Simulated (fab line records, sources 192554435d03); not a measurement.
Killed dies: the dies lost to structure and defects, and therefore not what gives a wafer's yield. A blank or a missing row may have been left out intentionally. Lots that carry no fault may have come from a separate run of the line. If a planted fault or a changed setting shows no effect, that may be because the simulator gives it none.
fab line records + flow n5_finfet
record:
- lots: 8
- wafers: 24
- last_day: 18
route steps=1938 shown HKMG_FIN@451 GATE_CUT@466 BEOL_M4@1111 PASSIVATION@1936
lots untouched by any fault: they come from a run of this same line in which no faults occurred
start_h: hours from the record's opening day to when the first of the lot's shown wafers began + wait_h: hours since the lot's step before + " identical to the entry in the row above + L1.1+2: one row covering several wafers at once + - value missing, or start not given + * or withheld: withheld + < > ~ a bound
route shown NAME@n: a module of which the file shows steps, and the number in the route of the first + usual: mean/standard deviation of fault-free wafers + same: alike in all rows + chamber/n: place in a boat + sites: per-site readings + _std_site: their standard deviation + _edge_site: mean of outer sites minus mean of inner sites + radius_mm: how far each site lies from the wafer's centre + mask NAME#n: copy n + behind: the tool/chamber that last shaped the wafer + hold: the reason the lot was held/the length of the hold in hours/how it ended + device: which transistor (n, p or np) failed to switch + end of line: tests run on the same wafers once the route is complete + for a step that has no rows: nothing shown but its recipe + killed: dies that structure and defects cost at the first sort, which is not the same as the wafer's yield + map: shows each die of a wafer: x if killed, . if not, _ if none is there
set.NAME: the setting as run; set.NAME@STEP: as run at that earlier step + model.NAME: the simulator's own value behind a step, which no gauge read
a sample of lots followed through the steps of the route, with each step as a table and each wafer as a row
services: when a tool's chamber went out of use (start_h, in hours from the record's first day, below 0 if earlier), for how many hours, and the reason
== steps ==
step: N5_HKMG_FIN_ETCH_67
recipe:
- chemistry: N2/H2
- target: SOC
- target_depth_a: 3889
- stop_on: TiN
- ion_energy_ev: 100
- bias_w: 61
- pressure_mtorr: 30
- source_w: 850
- n2_flow_sccm: 200
- h2_flow_sccm: 200
usual:
- drypump_motor_current_A: 5.9/0.38
- h2_flow_sccm: 199.9/0.62
- oes_product_au: 0.79/0.081
- rf_vpp_V: 240.9/1.3
- showerhead_plenum_p_Torr: 2.56/0.083
- throttle_valve_pct: 17.65/0.21
| lot.wafer | tool        | chamber | start_h | wait_h | drypump_motor_current_A | h2_flow_sccm | oes_product_au | rf_hours_counter_h | rf_vpp_V | showerhead_plenum_p_Torr | throttle_valve_pct |
|-----------|-------------|---------|---------|--------|-------------------------|--------------|----------------|--------------------|----------|--------------------------|--------------------|
| L252.1    | rie_diel-02 | 1       | 88.97   | -      | 4.8                     | 200.3        | 0.71           | 197                | 239.9    | 2.43                     | 17.79              |
| L252.2    | "           | 2       | "       | "      | 5.6                     | 199.8        | 0.68           | 242                | 239.5    | 2.61                     | 18.26              |
| L252.3    | "           | 3       | "       | "      | 5.9                     | 200.2        | 0.82           | 62                 | 240.1    | 2.58                     | 17.71              |
| L256.2    | rie_diel-01 | 2       | 107.65  | -      | 5.6                     | 200.2        | 0.78           | 148                | 241.2    | 2.54                     | 17.52              |
| L256.4    | "           | 1       | "       | "      | 5.9                     | 200.1        | 0.93           | 8                  | 240.0    | 2.50                     | 17.61              |
| L256.5    | "           | 2       | "       | "      | 5.6                     | 199.8        | 0.78           | -                  | 241.2    | 2.54                     | 17.54              |
| L257.1    | rie_diel-03 | 0       | 113.41  | -      | 6.3                     | 199.9        | 0.69           | 234                | 239.0    | 2.51                     | 17.69              |
| L257.3    | "           | 3       | "       | "      | 6.3                     | 199.9        | 0.70           | 219                | 241.0    | 2.52                     | 18.18              |
| L257.5    | "           | 1       | "       | "      | 5.8                     | 199.9        | 0.73           | -                  | 240.3    | 2.64                     | 17.73              |
| L258.2    | rie_diel-01 | 1       | 118.48  | -      | 5.9                     | 199.9        | 0.92           | 12                 | 238.7    | 2.49                     | 17.61              |
| L258.3    | "           | 3       | "       | "      | 6.2                     | 200.0        | 0.89           | 25                 | 243.2    | 2.70                     | 17.47              |
| L258.6    | "           | 2       | "       | "      | 5.6                     | 200.4        | 0.77           | -                  | 240.4    | 2.54                     | 17.52              |
| L270.2    | rie_diel-01 | 2       | 192.78  | -      | 5.6                     | 200.5        | 0.74           | 183                | 240.3    | 2.53                     | 17.60              |
| L270.3    | "           | 1       | "       | "      | 5.9                     | 199.5        | 0.86           | 38                 | 240.0    | 2.48                     | 17.64              |
| L270.4    | "           | 0       | "       | "      | 6.2                     | 199.9        | 0.93           | 9                  | 241.8    | 2.60                     | 17.25              |
| L271.1    | rie_diel-01 | 0       | 202.54  | -      | 6.2                     | 200.3        | 0.93           | 12                 | 242.0    | 2.60                     | 17.25              |
| L271.4    | "           | 1       | "       | "      | 5.9                     | 200.7        | 0.86           | 42                 | 239.6    | 2.48                     | 17.67              |
| L271.5    | "           | 2       | "       | "      | 5.6                     | 198.7        | 0.74           | -                  | 240.7    | 2.53                     | 17.59              |
| L273.1    | rie_diel-01 | 3       | 211.29  | -      | 6.2                     | 200.2        | 0.82           | 63                 | 243.6    | 2.68                     | 17.52              |
| L273.5    | "           | 2       | "       | "      | 5.6                     | 199.8        | 0.73           | -                  | 239.8    | 2.53                     | 17.59              |
| L273.6    | "           | 1       | "       | "      | 5.9                     | 200.2        | 0.85           | -                  | 239.7    | 2.48                     | 17.65              |
| L274.1    | rie_diel-02 | 2       | 213.32  | -      | 5.7                     | 200.7        | 0.92           | 25                 | 241.0    | 2.59                     | 17.91              |
| L274.3    | "           | 0       | "       | "      | 5.5                     | 201.3        | 0.78           | 116                | 239.6    | 2.56                     | 17.49              |
| L274.5    | "           | 3       | "       | "      | 5.9                     | 199.6        | 0.78           | -                  | 242.3    | 2.56                     | 17.78              |
step: N5_HKMG_FIN_CMP_23
recipe:
- stop_on: SiNx
- t_overpolish_s: 10
- post_cmp_clean: rinse_only
- down_force_psi: 4
- platen_rpm: 50.289
- pad_velocity_m_s: 1.0006
- target_thk_nm: 46.326
usual:
- edge_zone_pressure_frac: 1.001/0.0048
- motor_current_A: 12.1/0.94
- overpolish_run_s: 10.000/0.0094
- platen_rpm: 50.28/0.031
- retaining_ring_pressure_frac: 1.001/0.0052
- time_to_endpoint_s: 11.0/1.9
| lot.wafer | tool   | chamber | start_h | wait_h | edge_zone_pressure_frac | motor_current_A | overpolish_run_s | platen_rpm | retaining_ring_pressure_frac | time_to_endpoint_s |
|-----------|--------|---------|---------|--------|-------------------------|-----------------|------------------|------------|------------------------------|--------------------|
| L252.2    | cmp-03 | 2       | 90.24   | 0.0    | 1.001                   | 11.1            | 10.002           | 50.26      | 0.998                        | 13.3               |
| L252.1    | "      | 3       | "       | "      | 0.994                   | 10.7            | 10.001           | 50.21      | 1.006                        | 10.4               |
| L252.3    | "      | 0       | "       | "      | 0.999                   | 14.0            | 10.011           | 50.25      | 1.002                        | 11.3               |
| L256.4    | cmp-03 | 3       | 109.00  | 0.1    | 1.004                   | 10.5            | 9.994            | 50.23      | 0.997                        | 10.7               |
| L256.2    | "      | 0       | "       | "      | 1.000                   | 14.0            | 10.004           | 50.23      | 0.994                        | 10.9               |
| L256.5    | "      | 3       | "       | "      | 1.003                   | 9.9             | 9.995            | 50.28      | 1.003                        | 13.2               |
| L257.3    | cmp-04 | 3       | 114.68  | 0.0    | 0.996                   | 11.5            | 10.007           | 50.26      | 0.995                        | 12.0               |
| L257.1    | "      | 0       | "       | "      | 0.996                   | 11.6            | 10.010           | 50.34      | 0.999                        | 11.7               |
| L257.5    | "      | 3       | "       | "      | 0.993                   | 12.2            | 10.003           | 50.30      | 1.006                        | 11.7               |
| L258.2    | cmp-01 | 1       | 119.84  | 0.1    | 1.003                   | 12.0            | 10.002           | 50.38      | 0.997                        | 14.0               |
| L258.3    | "      | 2       | "       | "      | 1.004                   | 12.8            | 9.983            | 50.26      | 0.991                        | 12.7               |
| L258.6    | "      | 0       | "       | "      | 0.990                   | 13.8            | 10.006           | 50.28      | 1.003                        | 11.6               |
| L270.4    | cmp-03 | 1       | 194.06  | 0.0    | 1.003                   | 11.6            | 9.986            | 50.31      | 1.003                        | 12.2               |
| L270.3    | "      | 3       | "       | "      | 0.998                   | 10.2            | 10.000           | 50.25      | 0.991                        | 9.1                |
| L270.2    | "      | 0       | "       | "      | 1.000                   | 13.8            | 10.012           | 50.28      | 0.995                        | 13.7               |
| L271.1    | cmp-03 | 0       | 203.82  | 0.0    | 1.007                   | 14.0            | 10.002           | 50.27      | 0.999                        | 7.7                |
| L271.4    | "      | 1       | "       | "      | 0.998                   | 11.9            | 9.985            | 50.30      | 0.993                        | 10.1               |
| L271.5    | "      | 0       | "       | "      | 1.004                   | 13.7            | 9.996            | 50.26      | 0.996                        | 8.0                |
| L273.1    | cmp-01 | 2       | 212.80  | 0.3    | 0.998                   | 12.6            | 10.008           | 50.26      | 1.005                        | 10.5               |
| L273.5    | "      | 3       | "       | "      | 1.003                   | 11.9            | 9.982            | 50.30      | 1.007                        | 11.9               |
| L273.6    | "      | 0       | "       | "      | 0.999                   | 13.4            | 9.982            | 50.31      | 0.998                        | 7.5                |
| L274.1    | cmp-04 | 0       | 214.78  | 0.2    | 0.995                   | 11.8            | 10.010           | 50.27      | 1.009                        | 12.2               |
| L274.3    | "      | 1       | "       | "      | 0.997                   | 11.8            | 9.999            | 50.33      | 1.009                        | 8.0                |
| L274.5    | "      | 3       | "       | "      | 0.999                   | 11.9            | 9.997            | 50.25      | 0.998                        | 12.9               |
step: N5_HKMG_FIN_CMP_94
recipe:
- stop_on: SiNx
- post_cmp_clean: w_dilute_nh4oh
- t_overpolish_s: 4.7
- down_force_psi: 4
- platen_rpm: 50.289
- pad_velocity_m_s: 1.0006
- target_thk_nm: 43.299
usual:
- edge_zone_pressure_frac: 1.000/0.005
- motor_current_A: 12.1/0.86
- platen_rpm: 50.29/0.032
- retaining_ring_pressure_frac: 1.001/0.0057
| lot.wafer | tool   | chamber | start_h | wait_h | edge_zone_pressure_frac | motor_current_A | platen_rpm | retaining_ring_pressure_frac |
|-----------|--------|---------|---------|--------|-------------------------|-----------------|------------|------------------------------|
| L252.2    | cmp-03 | 2       | 90.72   | 0.4    | 1.009                   | 10.7            | 50.32      | 1.007                        |
| L252.1    | "      | 3       | "       | "      | 1.008                   | 11.1            | 50.34      | 1.000                        |
| L252.3    | "      | 0       | "       | "      | 0.997                   | 14.0            | 50.30      | 1.003                        |
| L256.4    | cmp-03 | 3       | 109.43  | 0.3    | 1.006                   | 11.0            | 50.27      | 1.005                        |
| L256.2    | "      | 0       | "       | "      | 1.004                   | 12.9            | 50.25      | 1.005                        |
| L256.5    | "      | 3       | "       | "      | 0.999                   | 11.0            | 50.26      | 1.007                        |
| L257.3    | cmp-04 | 3       | 115.16  | 0.4    | 0.993                   | 11.9            | 50.32      | 1.001                        |
| L257.1    | "      | 0       | "       | "      | 0.996                   | 12.2            | 50.29      | 1.008                        |
| L257.5    | "      | 3       | "       | "      | 0.990                   | 11.4            | 50.30      | 1.003                        |
| L258.2    | cmp-01 | 1       | 120.27  | 0.3    | 1.004                   | 12.5            | 50.29      | 1.006                        |
| L258.3    | "      | 2       | "       | "      | 1.003                   | 12.1            | 50.25      | 0.997                        |
| L258.6    | "      | 0       | "       | "      | 1.005                   | 14.2            | 50.35      | 1.009                        |
| L270.4    | cmp-03 | 1       | 194.54  | 0.4    | 1.000                   | 11.7            | 50.34      | 0.993                        |
| L270.3    | "      | 3       | "       | "      | 0.994                   | 10.9            | 50.27      | 1.001                        |
| L270.2    | "      | 0       | "       | "      | 1.001                   | 13.2            | 50.32      | 0.996                        |
| L271.1    | cmp-03 | 0       | 204.30  | 0.4    | 1.008                   | 13.4            | 50.32      | 1.007                        |
| L271.4    | "      | 1       | "       | "      | 0.999                   | 11.6            | 50.33      | 1.000                        |
| L271.5    | "      | 0       | "       | "      | 1.002                   | 13.9            | 50.32      | 1.006                        |
| L273.1    | cmp-01 | 2       | 213.13  | 0.2    | 0.997                   | 13.0            | 50.35      | 1.000                        |
| L273.5    | "      | 3       | "       | "      | 1.000                   | 12.5            | 50.27      | 1.010                        |
| L273.6    | "      | 0       | "       | "      | 1.005                   | 13.2            | 50.36      | 1.003                        |
| L274.1    | cmp-04 | 0       | 215.16  | 0.3    | 1.002                   | 12.2            | 50.25      | 1.007                        |
| L274.3    | "      | 1       | "       | "      | 0.996                   | 11.6            | 50.34      | 0.999                        |
| L274.5    | "      | 3       | "       | "      | 0.995                   | 13.0            | 50.31      | 0.996                        |
step: N5_HKMG_FIN_INSPECT_28
recipe:
- inspect_instrument: darkfield
- mode: post_cmp
usual:
- raw_defect_count: 37/13
| lot.wafer | tool              | chamber | start_h | wait_h | raw_defect_count |
|-----------|-------------------|---------|---------|--------|------------------|
| L252.1    | defect_inspect-01 | -       | 90.95   | 0.0    | 31               |
| L252.2    | "                 | -       | "       | "      | 29               |
| L252.3    | "                 | -       | "       | "      | 48               |
| L256.2    | defect_inspect-01 | -       | 109.64  | 0.0    | 46               |
| L256.4    | "                 | -       | "       | "      | 35               |
| L256.5    | "                 | -       | "       | "      | 57               |
| L257.1    | defect_inspect-01 | -       | 115.39  | 0.0    | 43               |
| L257.3    | "                 | -       | "       | "      | 34               |
| L257.5    | "                 | -       | "       | "      | 38               |
| L258.2    | defect_inspect-02 | -       | 120.47  | 0.0    | 15               |
| L258.3    | "                 | -       | "       | "      | 25               |
| L258.6    | "                 | -       | "       | "      | 20               |
| L270.2    | defect_inspect-02 | -       | 194.77  | 0.0    | 258              |
| L270.3    | "                 | -       | "       | "      | 272              |
| L270.4    | "                 | -       | "       | "      | 291              |
| L271.1    | defect_inspect-02 | -       | 204.53  | 0.0    | 278              |
| L271.4    | "                 | -       | "       | "      | 271              |
| L271.5    | "                 | -       | "       | "      | 243              |
| L273.1    | defect_inspect-02 | -       | 213.27  | 0.0    | 51               |
| L273.5    | "                 | -       | "       | "      | 42               |
| L273.6    | "                 | -       | "       | "      | 55               |
| L274.1    | defect_inspect-01 | -       | 215.33  | 0.0    | 22               |
| L274.3    | "                 | -       | "       | "      | 49               |
| L274.5    | "                 | -       | "       | "      | 17               |
step: N5_GATE_CUT_ETCH_56
recipe:
- chemistry: Cl2/Ar
- target: TiN
- target_depth_a: 216
- pressure_mtorr: 10
- icp_w: 600
- bias_w: 60
- Cl2_flow_sccm: 40
- Ar_flow_sccm: 60
usual:
- drypump_motor_current_A: 5.7/0.44
- oes_product_au: 0.76/0.11
- throttle_valve_pct: 20.98/0.22
| lot.wafer | tool         | chamber | start_h | wait_h | drypump_motor_current_A | oes_product_au | rf_hours_counter_h | throttle_valve_pct |
|-----------|--------------|---------|---------|--------|-------------------------|----------------|--------------------|--------------------|
| L252.1    | rie_metal-01 | 1       | 91.15   | 0.1    | 6.2                     | 0.86           | 21                 | 21.05              |
| L252.2    | "            | 0       | "       | "      | 5.6                     | 0.59           | 138                | 21.32              |
| L252.3    | "            | 1       | "       | "      | 6.2                     | 0.87           | -                  | 21.06              |
| L256.2    | rie_metal-03 | 0       | 109.79  | 0.1    | 5.5                     | 0.86           | 18                 | 20.94              |
| L256.4    | "            | 0       | "       | "      | 5.5                     | 0.87           | -                  | 20.94              |
| L256.5    | "            | 1       | "       | "      | 5.7                     | 0.81           | -                  | 20.66              |
| L257.1    | rie_metal-01 | 1       | 115.55  | 0.1    | 6.2                     | 0.85           | 23                 | 21.06              |
| L257.3    | "            | 1       | "       | "      | 6.2                     | 0.86           | -                  | 21.06              |
| L257.5    | "            | 1       | "       | "      | 6.2                     | 0.86           | -                  | 21.06              |
| L258.2    | rie_metal-03 | 0       | 120.62  | 0.1    | 5.5                     | 0.87           | 20                 | 20.93              |
| L258.3    | "            | 1       | "       | "      | 5.7                     | 0.80           | -                  | 20.67              |
| L258.6    | "            | 1       | "       | "      | 5.7                     | 0.80           | -                  | 20.67              |
| L270.2    | rie_metal-03 | 0       | 194.93  | 0.1    | 5.5                     | 0.84           | 27                 | 20.95              |
| L270.3    | "            | 1       | "       | "      | 5.7                     | 0.79           | -                  | 20.68              |
| L270.4    | "            | 0       | "       | "      | 5.5                     | 0.84           | -                  | 20.95              |
| L271.1    | rie_metal-03 | 0       | 204.68  | 0.1    | 5.6                     | 0.85           | 28                 | 20.96              |
| L271.4    | "            | 1       | "       | "      | 5.7                     | 0.78           | -                  | 20.67              |
| L271.5    | "            | 0       | "       | "      | 5.6                     | 0.84           | -                  | 20.95              |
| L273.1    | rie_metal-02 | 0       | 213.43  | 0.1    | 4.8                     | 0.64           | 108                | 20.73              |
| L273.5    | "            | 0       | "       | "      | 4.8                     | 0.64           | -                  | 20.72              |
| L273.6    | "            | 1       | "       | "      | 6.2                     | 0.64           | -                  | 21.10              |
| L274.1    | rie_metal-02 | 0       | 215.48  | 0.1    | 4.8                     | 0.64           | 108                | 20.70              |
| L274.3    | "            | 0       | "       | "      | 4.8                     | 0.64           | -                  | 20.72              |
| L274.5    | "            | 0       | "       | "      | 4.8                     | 0.64           | -                  | 20.70              |
step: N5_BEOL_M4_RC_MEAS_101
usual:
- DIBL_N: 36.4/1.2
- DIBL_P: 36.1/1.6
- IOFF_N: 0.156/0.024
- IOFF_P: 0.21/0.031
- ION_N: 674/11
- ION_P: 463/6.9
- SS_N: 71.5/0.5
- SS_P: 73.2/0.55
- VT_N: 250.0/2.9
- VT_P: -250/3.6
| lot.wafer | tool      | chamber | start_h | wait_h | DIBL_N[mV/V] | DIBL_P[mV/V] | IOFF_N[nA/um] | IOFF_P[nA/um] | ION_N[uA/um] | ION_P[uA/um] | SS_N[mV/dec] | SS_P[mV/dec] | VT_N[mV] | VT_P[mV] |
|-----------|-----------|---------|---------|--------|--------------|--------------|---------------|---------------|--------------|--------------|--------------|--------------|----------|----------|
| L252.1    | prober-01 | 0       | 167.87  | 0.0    | 36.0         | 35.3         | 0.151         | 0.23          | 682          | 472          | 71.9         | 73.1         | 250.8    | -246     |
| L252.2    | "         | 0       | "       | "      | 35.7         | 35.0         | 0.147         | 0.22          | 677          | 471          | 72.0         | 72.9         | 251.0    | -246     |
| L252.3    | "         | 0       | "       | "      | 36.9         | 35.9         | 0.168         | 0.24          | 679          | 469          | 71.3         | 72.6         | 247.8    | -245     |
| L257.1    | prober-01 | 0       | 191.95  | 0.0    | 36.8         | 35.8         | 0.182         | 0.28          | 676          | 470          | 71.2         | 73.6         | 250.4    | -245     |
| L257.3    | "         | 0       | "       | "      | 38.0         | 36.4         | 0.195         | 0.28          | 683          | 467          | 72.1         | 74.5         | 247.6    | -242     |
| L257.5    | "         | 0       | "       | "      | 37.1         | 36.3         | 0.185         | 0.29          | 681          | 471          | 71.8         | 73.5         | 247.4    | -243     |
| L256.2    | prober-01 | 0       | 193.78  | 0.2    | 35.2         | 34.7         | 0.133         | 0.20          | 668          | 468          | 71.4         | 73.0         | 250.7    | -249     |
| L256.4    | "         | 0       | "       | "      | 35.9         | 36.4         | 0.144         | 0.22          | 671          | 468          | 72.3         | 73.8         | 251.6    | -246     |
| L256.5    | "         | 0       | "       | "      | 35.2         | 34.3         | 0.134         | 0.20          | 665          | 461          | 71.2         | 72.9         | 253.1    | -250     |
| L258.2    | prober-02 | 0       | 195.98  | 0.2    | 34.6         | 33.9         | 0.136         | 0.20          | 661          | 466          | 70.7         | 73.5         | 250.5    | -249     |
| L258.3    | "         | 0       | "       | "      | 35.2         | 35.1         | 0.148         | 0.22          | 678          | 468          | 71.2         | 73.2         | 251.3    | -247     |
| L258.6    | "         | 0       | "       | "      | 36.4         | 36.3         | 0.181         | 0.25          | 688          | 482          | 71.6         | 73.9         | 246.8    | -246     |
| L270.2    | prober-01 | 0       | 276.94  | 0.2    | 37.7         | 36.7         | 0.175         | 0.25          | 679          | 467          | 71.8         | 73.3         | 247.2    | -247     |
| L270.3    | "         | 0       | "       | "      | 37.7         | 37.1         | 0.186         | 0.26          | 688          | 470          | 71.7         | 74.1         | 247.7    | -247     |
| L270.4    | "         | 0       | "       | "      | 36.4         | 34.8         | 0.149         | 0.22          | 661          | 463          | 71.0         | 73.3         | 250.1    | -248     |
| L271.1    | prober-02 | 0       | 284.30  | 0.0    | 34.0         | 34.0         | 0.129         | 0.18          | 667          | 467          | 71.0         | 73.1         | 252.9    | -249     |
| L271.4    | "         | 0       | "       | "      | 34.5         | 35.2         | 0.134         | 0.20          | 670          | 467          | 71.1         | 72.5         | 249.4    | -250     |
| L271.5    | "         | 0       | "       | "      | 34.4         | 33.8         | 0.120         | 0.18          | 660          | 459          | 70.2         | 72.6         | 251.6    | -250     |
| L273.1    | prober-02 | 0       | 314.63  | 0.0    | 37.1         | 37.7         | 0.179         | 0.23          | 668          | 464          | 71.8         | 74.1         | 247.6    | -249     |
| L273.5    | "         | 0       | "       | "      | 36.2         | 36.1         | 0.154         | 0.20          | 657          | 455          | 71.2         | 73.4         | 252.0    | -253     |
| L273.6    | "         | 0       | "       | "      | 36.1         | 36.2         | 0.154         | 0.20          | 670          | 460          | 71.6         | 73.5         | 250.1    | -253     |
| L274.1    | prober-01 | 0       | 314.74  | 0.0    | 35.8         | 35.8         | 0.156         | 0.19          | 678          | 464          | 71.4         | 73.8         | 248.1    | -253     |
| L274.3    | "         | 0       | "       | "      | 35.0         | 34.4         | 0.141         | 0.17          | 674          | 452          | 72.0         | 73.3         | 251.6    | -255     |
| L274.5    | "         | 0       | "       | "      | 35.1         | 34.8         | 0.140         | 0.17          | 681          | 464          | 71.5         | 72.8         | 248.5    | -254     |
step: N5_PASSIVATION_PROBE_49
usual:
- defect_limited_yield: 91.4/1.5
- killed_at_M0_to_M3: 31/11
- killed_at_M4_up: 13/5.5
- killed_at_contacts: 13/6.3
- killed_at_front_end: 40/13
- killed_at_other: 3.3/2.6
- killed_dies: 101/18
- killed_on_rim: 13/4
- killed_open: 67/13
- killed_short: 33/7.9
- sort_bin_5_function: 5.1/1
- sort_bin_6_memory: 3.2/0.68
- sort_n_pass: 1079/18
- sort_yield_pct: 91.4/1.5
same:
- gross_dies: 1180
- killed_at_back_side: 0
- sort_bin_4_leakage[%]: 0
- sort_bin_8_speed[%]: 0
| lot.wafer | tool      | chamber | start_h | wait_h | defect_limited_yield[%] | killed_at_M0_to_M3 | killed_at_M4_up | killed_at_contacts | killed_at_front_end | killed_at_other | killed_dies | killed_on_rim | killed_open | killed_short | sort_bin_5_function[%] | sort_bin_6_memory[%] | sort_n_pass | sort_yield_pct[%] |
|-----------|-----------|---------|---------|--------|-------------------------|--------------------|-----------------|--------------------|---------------------|-----------------|-------------|---------------|-------------|--------------|------------------------|----------------------|-------------|-------------------|
| L270.2    | prober-02 | -       | 370.08  | 0.1    | 76.4                    | 17                 | 20              | 19                 | 222                 | 0               | 278         | 33            | 50          | 26           | 15.0                   | 7.5                  | 902         | 76.4              |
| L270.3    | prober-02 | -       | 370.13  | 0.1    | 77.6                    | 19                 | 16              | 6                  | 220                 | 3               | 264         | 37            | 49          | 24           | 13.1                   | 8.2                  | 916         | 77.6              |
| L270.4    | prober-02 | -       | 370.18  | 0.2    | 75.6                    | 21                 | 9               | 9                  | 249                 | 0               | 288         | 35            | 55          | 24           | 14.7                   | 8.3                  | 892         | 75.6              |
| L271.1    | prober-01 | -       | 387.87  | 0.0    | 75.2                    | 12                 | 12              | 9                  | 259                 | 1               | 293         | 44            | 42          | 41           | 15.7                   | 7.5                  | 887         | 75.2              |
| L271.4    | prober-01 | -       | 388.02  | 0.2    | 73.5                    | 23                 | 7               | 17                 | 260                 | 6               | 313         | 43            | 68          | 30           | 15.6                   | 10.2                 | 867         | 73.5              |
| L271.5    | prober-01 | -       | 388.07  | 0.2    | 74.4                    | 29                 | 14              | 7                  | 246                 | 6               | 302         | 35            | 74          | 38           | 15.1                   | 9.2                  | 878         | 74.4              |
killed by level:class
L270.2 HKMG_FIN:unspecified=201 BEOL_M4:geometric_particle:open=12 MOL_CONTACT_COAG:geometric_particle:short=10 MOL_CONTACT_COAG:geometric_particle:open=9 BEOL_M2:geometric_particle:open=9 FIN_SAQP:geometric_particle:open=5 FIN_SAQP:geometric_particle:short=3 STI_FIN_REVEAL:geometric_particle:open=3
L270.3 HKMG_FIN:unspecified=190 FIN_SAQP:geometric_particle:open=9 BEOL_M0_SAQP:geometric_particle:open=7 BEOL_M4:geometric_particle:open=7 FIN_SAQP:geometric_particle:short=5 STI_FIN_REVEAL:geometric_particle:open=5 BEOL_M0_SAQP:geometric_particle:short=5 BEOL_M2:geometric_particle:open=4
L270.4 HKMG_FIN:unspecified=207 FIN_SAQP:geometric_particle:open=14 STI_FIN_REVEAL:geometric_particle:open=11 MOL_CONTACT_COAG:geometric_particle:open=8 BEOL_M2:geometric_particle:open=6 FIN_SAQP:geometric_particle:short=5 GATE_CUT:geometric_particle:short=4 BEOL_M0_SAQP:geometric_particle:short=4
L271.1 HKMG_FIN:unspecified=210 FIN_SAQP:geometric_particle:short=7 STI_FIN_REVEAL:geometric_particle:open=7 STARTING-WAFER:geometric_particle:short=6 FIN_SAQP:geometric_particle:open=5 ILD0:geometric_particle:short=5 MOL_CONTACT_COAG:geometric_particle:open=5 BEOL_M4:geometric_particle:open=5
L271.4 HKMG_FIN:unspecified=215 STI_FIN_REVEAL:geometric_particle:open=15 MOL_CONTACT_COAG:geometric_particle:open=12 BEOL_M3:geometric_particle:open=7 BEOL_M0_SAQP:geometric_particle:short=6 DUMMY_GATE:geometric_particle:open=5 ILD0:geometric_particle:open=5 GATE_CUT:geometric_particle:short=5
L271.5 HKMG_FIN:unspecified=190 STI_FIN_REVEAL:geometric_particle:open=13 BEOL_M4:geometric_particle:open=10 BEOL_M2:geometric_particle:open=8 GATE_CUT:geometric_particle:open=7 DUMMY_GATE:geometric_particle:open=6 MOL_CONTACT_COAG:geometric_particle:open=6 STARTING-WAFER:geometric_particle:open=5
== services ==
| tool         | chamber | start_h | hours | kind                          |
|--------------|---------|---------|-------|-------------------------------|
| rie_diel-01  | 1       | 67.05   | -     | clean                         |
| rie_diel-01  | 1       | 67.05   | -     | consumable_replace:focus_ring |
| rie_diel-01  | 1       | 67.05   | 21.3  | scheduled_down                |
| rie_diel-01  | 1       | 67.05   | 21.3  | vent_cycle                    |
| rie_diel-03  | -       | 72.00   | 15.6  | pm                            |
| cmp-04       | -       | 89.89   | 0.8   | repair                        |
| cmp-01       | -       | 97.77   | 19.5  | repair                        |
| cmp-04       | -       | 100.86  | 1.2   | repair                        |
| cmp-03       | -       | 106.39  | 1.6   | repair                        |
| cmp-03       | -       | 120.56  | 4.7   | pm                            |
| rie_diel-01  | 1       | 121.69  | 7.3   | repair                        |
| cmp-03       | -       | 133.54  | 4.0   | repair                        |
| cmp-01       | -       | 133.97  | 2.0   | repair                        |
| rie_diel-01  | 0       | 144.08  | -     | clean                         |
| rie_diel-02  | 3       | 152.96  | 1.8   | repair                        |
| rie_diel-03  | 0       | 165.62  | 14.4  | repair                        |
| cmp-01       | -       | 165.72  | 20.0  | pm                            |
| cmp-03       | -       | 167.87  | 1.6   | repair                        |
| rie_diel-01  | 1       | 172.82  | 7.6   | repair                        |
| rie_diel-02  | 0       | 174.77  | 2.9   | repair                        |
| cmp-03       | -       | 181.19  | 5.3   | repair                        |
| cmp-01       | -       | 191.11  | 0.3   | repair                        |
| cmp-03       | -       | 208.50  | 1.8   | repair                        |
| rie_metal-03 | -       | 208.83  | 0.7   | repair                        |
== key ==
first_sign:
- step: N5_HKMG_FIN_INSPECT_28
- reading: raw_defect_count
- direction: up
- sigmas: 18
- usual: 37
- struck: 269
effect:
- step: N5_PASSIVATION_PROBE_49
- reading: killed_at_front_end
- direction: up
- sigmas: 16
- usual: 40
- struck: 243
more_kills_born_at:
- N5_HKMG_FIN_CMP_94@cmp-03: 1213
met_at N5_HKMG_FIN_CMP_94
struck_lots L270,L271
not_acting_at N5_HKMG_FIN_ETCH_67,N5_HKMG_FIN_CMP_23,N5_GATE_CUT_ETCH_56
onset_between 109.43 194.54
fault:
- kind: chamber_particle_source
- tool: cmp-03
- chamber: -
- onset_h: 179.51
- steps: N5_HKMG_FIN_CMP_94
- rate_per_visit_cm2: 0.38576
- end_h: 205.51
